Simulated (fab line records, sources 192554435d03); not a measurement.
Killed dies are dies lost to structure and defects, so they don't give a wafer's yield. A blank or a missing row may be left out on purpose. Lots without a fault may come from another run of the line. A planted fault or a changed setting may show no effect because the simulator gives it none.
fab line records | flow n5_finfet
record lots=5 wafers=15 last_day=17
route steps=1938 shown BEOL_M15@1797 PASSIVATION@1936
lots that met no fault: from a run of the same line without faults
start_h: hours from the record's first day to the start of the lot's first wafer shown | wait_h: hours since the lot's step before | " the same as in the row above | L1.1+2: a row that stands for several wafers | - no value, or no start given | * or withheld: withheld | < > ~ a bound
route shown NAME@n: a module of which the file shows steps, and the number in the route of the first | usual: mean/standard deviation of fault-free wafers | same: alike in all rows | chamber/n: place in a boat | sites: the reading at each site | _std_site: their standard deviation | _edge_site: outer sites' mean less inner sites' | radius_mm: how far each site lies from the wafer's centre | mask NAME#n: copy n | behind: the tool/chamber that last shaped the wafer | hold: why the lot was held/for how many hours/how that ended | device: the transistor (n, p or np) that didn't switch | end of line: the same wafers' tests at the end of the route | a step without rows: its recipe alone | killed: dies lost to structure and defects at the first sort, not the wafer's yield | map: a wafer's dies, x killed, . not, _ none there
set.NAME: the setting as run; set.NAME@STEP: as run at that earlier step | model.NAME: the simulator's own value behind a step, which no gauge read
lots at some steps of the route; a table a step, a row a wafer
services: from which hour (start_h, from the record's first day; less than 0 if before it) a tool's chamber was out of use, for how many hours, and why
## steps
# step N5_BEOL_M15_COAT_22
# recipe spin_rpm=1704 resist_thk_nm=800
# step N5_BEOL_M15_EBR_24
# recipe solvent=PGMEA ebr_width_mm=1.5
# step N5_BEOL_M15_SOFTBAKE_23
# recipe temp_c=130 time_s=60
# step N5_BEOL_M15_EXPOSE_25
# recipe mask_id=M15 na=0.8 source_shape=annular sigma_inner=0.5 sigma_outer=0.8 polarization=unpolarized target_cd_nm=400 dose_mj=35.5
# step N5_BEOL_M15_PEB_26
# recipe peb_temp_c=130 peb_time_s=90
# step N5_BEOL_M15_DEVELOP_27
# recipe develop_time_s=45 rinse_liquid=diw dry=air_spin dev_temp_c=21
# step N5_BEOL_M15_HARDBAKE_32
# recipe temp_c=130 time_s=120
# step N5_BEOL_M15_DESCUM_33
# recipe chemistry=O2 time_s=7.9 source_power_w=50 bias_power_w=20 pressure_mtorr=20 rf_frequency_hz=2.712e+07 temp_c=40 o2_flow_sccm=225
# step N5_BEOL_M15_ETCH_61
# recipe chemistry=N2/H2 target=BARC target_depth_a=890 overetch_a=267 time_s=67.9 ion_energy_ev=200 pressure_mtorr=30 source_w=840 bias_w=150 n2_flow_sccm=200 h2_flow_sccm=200
# step N5_BEOL_M15_TRENCH_ETCH_34
# recipe chemistry=C4F8/O2/Ar target=SiO2 target_depth_a=8729.3 he_inner_torr=15 he_outer_torr=30 time_s=199 ion_energy_ev=800 pressure_mtorr=20 source_w=1905 bias_w=2040 Ar_flow_sccm=400 C4F8_flow_sccm=16 O2_flow_sccm=12
# usual O2_flow_sccm=12.01/0.035 drypump_motor_current_A=5.8/0.43 oes_f_703_au=0.79/0.098 oes_product_au=0.78/0.097 rf_vpp_V=2203/64 showerhead_plenum_p_Torr=3.44/0.091 throttle_valve_pct=30.8/0.35
# columns lot.wafer tool chamber start_h wait_h O2_flow_sccm drypump_motor_current_A oes_f_703_au oes_product_au rf_hours_counter_h rf_vpp_V showerhead_plenum_p_Torr throttle_valve_pct model.etch.depth_nm model.coat_of_BEOL_M15_COAT_22.thk_nm model.BEOL_M15.cd_nm
L237.4 rie_diel-01 3 306.44 0.0 11.97 6.3 0.95 0.97 9 2205 3.36 30.4 876.2 539.4 395.4
L237.5 " 0 " " 12.01 5.1 0.73 0.71 - 2176 3.54 30.9 878.6 532.8 399.2
L237.6 " 1 " " 12.00 5.7 0.94 0.89 - 2091 3.35 30.4 872 539.6 399.4
L239.1 rie_diel-01 3 314.68 0.0 11.95 6.4 0.94 0.96 11 2205 3.36 30.4 869.4 545.8 396.2
L239.4 " 2 " " 12.03 5.5 0.81 0.81 114 2268 3.44 31.2 885.4 536 395.4
L239.6 " 2 " " 12.05 5.5 0.81 1.14 - 2268 3.44 31.7 1465 426.4 397.2
L242.2 rie_diel-01 1 331.55 0.0 12.02 5.7 0.92 1.24 43 2093 3.35 30.9 1454 428.6 404.8
L242.4 " 3 " " 11.97 6.3 0.93 0.94 - 2204 3.35 30.4 872.4 544.4 399.2
L242.5 " 0 " " 12.04 5.1 0.72 0.70 - 2176 3.54 30.9 872.5 540.4 403.2
L244.1 rie_diel-01 0 335.66 0.0 11.94 5.1 0.72 0.70 231 2177 3.54 30.9 884.3 535.8 401.8
L244.2 " 1 " " 11.97 5.6 0.92 1.24 44 2091 3.34 30.9 1469 422 408.4
L244.3 " 2 " " 12.00 5.4 0.81 0.81 118 2269 3.43 31.2 896 535 396.2
L252.1 rie_diel-03 1 385.08 0.0 12.05 5.7 0.69 0.68 232 2179 3.37 31.2 846.2 550.8 399.4
L252.3 " 2 " " 12.04 6.4 0.70 0.68 227 2251 3.39 30.8 855.3 547.6 398
L252.4 " 3 " " 11.99 6.6 0.80 0.80 97 2236 3.61 30.8 843.6 552.6 398.8
# step N5_BEOL_M15_STRIP_36
# recipe chemistry=O2 power_w=600 temp_c=60 pressure_mtorr=30 rf_frequency_hz=6e+07 bias_power_w=0 overash_fraction=0.3 o2_flow_sccm=225
# step N5_BEOL_M15_STRIP_62
# recipe chemistry=O2 power_w=600 temp_c=60 pressure_mtorr=30 rf_frequency_hz=6e+07 bias_power_w=0 overash_fraction=0.3 o2_flow_sccm=225
# step N5_BEOL_M15_STRIP_37
# recipe chemistry=O2 power_w=600 temp_c=60 pressure_mtorr=30 rf_frequency_hz=6e+07 bias_power_w=0 overash_fraction=0.3 o2_flow_sccm=225
# step N5_BEOL_M15_ETCH_38
# recipe chemistry=CF4/N2 target=SiCN target_depth_a=1064 taper_deg=2 time_s=120.5 ion_energy_ev=150 mask_material=SiO2 pressure_mtorr=40 source_w=430 bias_w=70 Ar_flow_sccm=100 cf4_flow_sccm=60 n2_flow_sccm=60
# usual drypump_motor_current_A=5.9/0.37 oes_product_au=0.78/0.1 rf_vpp_V=382.6/1.7 showerhead_plenum_p_Torr=2.22/0.06 throttle_valve_pct=15.46/0.29
# columns lot.wafer tool chamber start_h wait_h drypump_motor_current_A oes_product_au rf_hours_counter_h rf_vpp_V showerhead_plenum_p_Torr throttle_valve_pct model.BEOL_M15.cd_nm
L237.4 rie_diel-02 3 - - 5.7 0.66 248 381.4 2.15 15.90 395.4
L237.5 " 2 " " 6.0 0.71 - 384.5 2.28 15.67 399.2
L237.6 " 3 " " 5.7 0.67 - 381.7 2.15 15.91 399.4
L239.1 rie_diel-02 0 - - 5.9 0.91 28 383.7 2.23 15.10 396.4
L239.4 " 0 " " 5.9 0.92 - 382.9 2.23 15.10 395.4
L239.6 " 0 " " 5.9 0.92 - 383.7 2.23 15.09 397.4
L242.2 rie_diel-01 3 - - 6.3 0.94 18 380.8 2.16 15.07 404.8
L242.4 " 0 " " 5.1 0.71 - 384.3 2.28 15.55 399.4
L242.5 " 3 " " 6.4 0.95 - 382.7 2.16 15.05 403.2
L244.1 rie_diel-02 0 - - 6.0 0.90 37 384.2 2.23 15.11 401.8
L244.2 " 1 " " 5.7 0.67 239 379.3 2.10 15.87 408.4
L244.3 " 2 " " 6.0 0.70 229 384.7 2.28 15.69 396
L252.1 rie_diel-03 3 - - 6.6 0.80 97 384.6 2.31 15.31 399.4
L252.3 " 0 " " 6.1 0.69 224 383.3 2.26 15.43 398.2
L252.4 " 2 " " 6.4 0.69 227 382.5 2.18 15.57 399
# step N5_BEOL_M15_PRECLEAN_39
# recipe chemistry=residue_remover time_s=60 temp_c=40
# step N5_BEOL_M15_SRD_40
# recipe time_s=30 temp_c=23 rinse_liquid=diw dry=n2_spin spin_rpm=1500 dry_time_s=30
# step N5_BEOL_M15_DEGAS_41
# recipe ambient=vacuum temp_c=300 time_s=60
# step N5_BEOL_M15_PRE_CLEAN_42
# recipe gas=H2/He time_s=30 temp_c=300
# step N5_BEOL_M15_SPUTTER_43
# recipe material=TaN target_thk_a=150 temp_c=50 bias_v=168.6 power_w=15000 chamber_pressure_pa=0.12 time_s=24.19
# step N5_BEOL_M15_SPUTTER_44
# recipe material=Ta target_thk_a=150 temp_c=50 bias_v=80 power_w=15000 chamber_pressure_pa=0.07 time_s=24.19
# step N5_BEOL_M15_SPUTTER_45
# recipe material=Cu target_thk_a=1000 temp_c=-20 bias_v=60 power_w=26000 chamber_pressure_pa=0.13 time_s=16.67
# step N5_BEOL_M15_ECD_47
# recipe material=Cu target_thk_a=18600
# step N5_BEOL_M15_ANNEAL_48
# recipe temp_c=225 time_s=90 ambient=N2
# step N5_BEOL_M15_CMP_49
# recipe stop_on=SiO2 t_overpolish_s=4.9 down_force_psi=2 platen_rpm=80 clearing_platen_down_force_psi=2 clearing_platen_rpm=80 post_cmp_clean=cu_alkaline target_thk_nm=850 clearing_platen_pad_velocity_m_s=1.5917 pad_velocity_m_s=1.5917
# usual edge_zone_pressure_frac=1.000/0.0055 motor_current_A=7.9/0.82 platen_rpm=80.00/0.053
# columns lot.wafer tool chamber start_h wait_h edge_zone_pressure_frac motor_current_A platen_rpm model.Cu_of_BEOL_M15_ECD_47.thk_nm
L237.4 cmp-02 1 308.29 0.2 1.003 7.8 79.93 855.4
L237.5 " 3 " " 1.005 7.6 80.02 854.4
L237.6 " 0 " " 0.999 7.1 80.08 848.2
L239.4 cmp-02 0 318.22 0.2 0.999 7.2 79.85 860
L239.1 " 1 " " 0.988 8.2 79.98 847.4
L239.6 " 3 " " 1.017 7.4 80.00 1438
L242.2 cmp-01 2 333.84 0.2 1.000 6.7 79.97 1430
L242.4 " 0 " " 1.002 7.5 80.07 850
L242.5 " 2 " " 0.995 6.7 79.98 847.8
L244.1 cmp-04 2 338.51 0.3 1.006 8.4 79.97 860.6
L244.2 " 3 " " 0.999 8.6 80.00 1446
L244.3 " 1 " " 1.001 9.8 79.91 873.8
L252.3 cmp-01 2 387.29 0.2 0.995 6.6 80.05 830.6
L252.1 " 3 " " 0.991 8.0 79.96 821.4
L252.4 " 0 " " 0.986 8.1 79.97 818.2
# step N5_BEOL_M15_THK_MEAS_50
# recipe thk_meas_gauge=xrf reads=Cu_of_BEOL_M15_ECD_47
# usual M15_THK=849/23
# columns lot.wafer tool chamber start_h wait_h M15_THK[nm]
L237.4 film_metro-02 - 308.51 - 855
L237.5 " - " " 855
L237.6 " - " " 852
L239.1 film_metro-02 - 318.44 - 862
L239.4 " - " " 867
L239.6 " - " " 1466
L242.2 film_metro-01 - 334.13 - 1430
L242.4 " - " " 851
L242.5 " - " " 850
L244.1 film_metro-01 - 338.81 - 860
L244.2 " - " " 1441
L244.3 " - " " 872
L252.1 film_metro-01 - 387.58 - 818
L252.3 " - " " 823
L252.4 " - " " 811
# step N5_BEOL_M15_PRE_CLEAN_52
# recipe gas=NH3 time_s=15 temp_c=withheld rf_power_w=300
# step N5_BEOL_M15_DEP_53
# recipe material=SiCN target_thk_a=500 temp_c=withheld precursor=3MS/NH3 pressure_torr=3 rf_w=675 time_s=17.8
# step N5_BEOL_M15_RS_MEAS_54
# recipe thk_meas_gauge=four-point-probe reads=Cu_of_BEOL_M15_ECD_47+Ta_of_BEOL_M15_SPUTTER_44+TaN_of_BEOL_M15_SPUTTER_43
# usual M15_RS=0.0216/0.00051
# columns lot.wafer tool chamber start_h wait_h M15_RS[ohm/sq]
L237.4 film_metro-01 - 308.64 0.0 0.0214
L237.5 " - " " 0.0214
L237.6 " - " " 0.0216
L239.1 film_metro-01 - 318.58 0.1 0.0216
L239.4 " - " " 0.0212
L239.6 " - " " 0.0126
L242.2 film_metro-02 - 334.26 0.1 0.0127
L242.4 " - " " 0.0215
L242.5 " - " " 0.0216
L244.1 film_metro-02 - 338.94 0.0 0.0213
L244.2 " - " " 0.0126
L244.3 " - " " 0.0209
L252.1 film_metro-02 - 387.71 0.0 0.0223
L252.3 " - " " 0.0221
L252.4 " - " " 0.0224
# step N5_PASSIVATION_PROBE_49
# usual defect_limited_yield=91.4/1.5 killed_at_M0_to_M3=36/11 killed_at_M4_up=14/6 killed_at_contacts=11/6 killed_at_front_end=37/11 killed_at_other=4/3.4 killed_dies=102/18 killed_open=66/13 killed_short=34/7.8 sort_bin_4_leakage=0.00/0.017 sort_bin_5_function=5.0/0.97 sort_bin_6_memory=3.2/0.7 sort_bin_8_speed=0.0/0.38 sort_n_pass=1078/19 sort_yield_pct=91.3/1.6
# same gross_dies=1180 killed_at_back_side=0
# columns lot.wafer tool chamber start_h wait_h defect_limited_yield[%] killed_at_M0_to_M3 killed_at_M4_up killed_at_contacts killed_at_front_end killed_at_other killed_dies killed_open killed_short sort_bin_4_leakage[%] sort_bin_5_function[%] sort_bin_6_memory[%] sort_bin_8_speed[%] sort_n_pass sort_yield_pct[%]
L242.2 prober-02 - 349.87 0.9 91.9 39 7 2 46 2 96 63 32 0 4.8 2.8 0 1084 91.9
L242.4 prober-02 - 349.97 1.0 91.2 29 16 8 51 0 104 65 38 0 4.9 3.4 0 1076 91.2
L242.5 prober-02 - 350.02 1.1 91.0 36 7 13 49 1 106 67 38 0 5.1 3.7 0 1074 91.0
L244.1 prober-02 - 352.94 0.0 90.7 45 18 9 30 8 110 61 48 0 5.6 3.3 3.9 1024 86.8
L244.2 prober-02 - 352.99 0.1 91.1 35 17 10 37 6 105 67 38 0 5.4 3.2 0 1075 91.1
L244.3 prober-02 - 353.04 0.1 91.9 43 10 9 31 3 96 62 33 0 4.4 3.6 0 1084 91.9
# killed by level:class
L242.2 BEOL_M1:geometric_particle:open=13 STI_FIN_REVEAL:geometric_particle:open=13 BEOL_M0_SAQP:geometric_particle:open=8 FIN_SAQP:geometric_particle:short=7 FIN_SAQP:geometric_particle:open=5 DUMMY_GATE:geometric_particle:open=5 BEOL_M0_SAQP:geometric_particle:short=5 BEOL_M3:geometric_particle:open=5
L242.4 FIN_SAQP:geometric_particle:open=12 STI_FIN_REVEAL:geometric_particle:open=10 BEOL_M1:geometric_particle:open=9 BEOL_M4:geometric_particle:open=8 FIN_SAQP:geometric_particle:short=7 MOL_CONTACT_COAG:geometric_particle:open=7 BEOL_M0_SAQP:geometric_particle:open=6 GATE_CUT:geometric_particle:short=4
L242.5 BEOL_M1:geometric_particle:open=14 DUMMY_GATE:geometric_particle:open=13 FIN_SAQP:geometric_particle:short=9 STI_FIN_REVEAL:geometric_particle:open=7 BEOL_M2:geometric_particle:open=6 MOL_CONTACT_COAG:geometric_particle:short=6 MOL_CONTACT_COAG:geometric_particle:open=6 GATE_CUT:geometric_particle:short=5
L244.1 BEOL_M0_SAQP:geometric_particle:open=8 BEOL_M4:geometric_particle:open=8 BEOL_M3:geometric_particle:open=8 FIN_SAQP:geometric_particle:short=7 MOL_CONTACT_COAG:geometric_particle:open=7 BEOL_M0_SAQP:geometric_particle:short=7 STI_FIN_REVEAL:geometric_particle:open=6 BEOL_M2:geometric_particle:short=6
L244.2 BEOL_M0_SAQP:geometric_particle:short=11 STI_FIN_REVEAL:geometric_particle:open=10 MOL_CONTACT_COAG:geometric_particle:open=8 BEOL_M4:geometric_particle:open=8 BEOL_M0_SAQP:geometric_particle:open=7 BEOL_M3:geometric_particle:open=7 FIN_SAQP:geometric_particle:open=5 STI_FIN_REVEAL:geometric_particle:short=5
L244.3 BEOL_M0_SAQP:geometric_particle:open=12 FIN_SAQP:geometric_particle:short=10 FIN_SAQP:geometric_particle:open=8 MOL_CONTACT_COAG:geometric_particle:open=6 BEOL_M0_SAQP:geometric_particle:short=6 BEOL_M2:geometric_particle:open=6 BEOL_M3:geometric_particle:open=6 BEOL_M2:geometric_particle:short=5
## services
# columns tool chamber start_h hours kind
rie_diel-03 - 283.25 0.1 repair
cmp-02 - 292.57 1.2 repair
rie_diel-03 1 299.40 1.6 repair
cmp-01 - 303.99 0.9 repair
cmp-01 - 305.30 2.1 repair
cmp-04 - 306.94 3.3 pm
rie_diel-02 1 311.81 7.9 repair
rie_diel-02 3 314.33 6.4 repair
rie_diel-02 3 320.94 - clean
rie_diel-02 3 320.94 - consumable_replace:focus_ring
rie_diel-02 3 320.94 25.9 scheduled_down
rie_diel-02 3 320.94 25.9 vent_cycle
rie_diel-01 2 344.05 3.6 repair
rie_diel-02 3 358.48 9.0 repair
rie_diel-02 1 369.38 - clean
rie_diel-02 1 369.38 - consumable_replace:focus_ring
rie_diel-02 1 369.38 - consumable_replace:showerhead
rie_diel-02 1 369.38 19.1 scheduled_down
rie_diel-02 1 369.38 19.1 vent_cycle
rie_diel-01 3 371.86 5.6 repair
rie_diel-01 - 377.20 0.4 repair
## key
first_sign step=N5_BEOL_M15_TRENCH_ETCH_34 reading=oes_product_au direction=up sigmas=4.4 usual=0.78 struck=1.21
effect step=N5_BEOL_M15_THK_MEAS_50 reading=M15_THK direction=up sigmas=26 usual=849 struck=1446
effect step=N5_BEOL_M15_RS_MEAS_54 reading=M15_RS direction=down sigmas=17 usual=0.0216 struck=0.0126
model_effect step=N5_BEOL_M15_TRENCH_ETCH_34 value=etch.depth_nm without=876.3 struck=1463
model_effect step=N5_BEOL_M15_ETCH_38 value=BEOL_M15.cd_nm without=398.7 struck=403.5
model_effect step=N5_BEOL_M15_CMP_49 value=Cu_of_BEOL_M15_ECD_47.thk_nm without=851.8 struck=1438
met_at N5_BEOL_M15_TRENCH_ETCH_34
struck_wafers L239.6,L242.2,L244.2
onset_between 306.44 314.68
fault kind=process_parameter_drift tool=rie_diel-01 chamber=- onset_h=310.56 steps=N5_BEOL_M15_TRENCH_ETCH_34 channel=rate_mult offset=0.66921 shape=step end_h=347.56 scope=struck_wafers_only
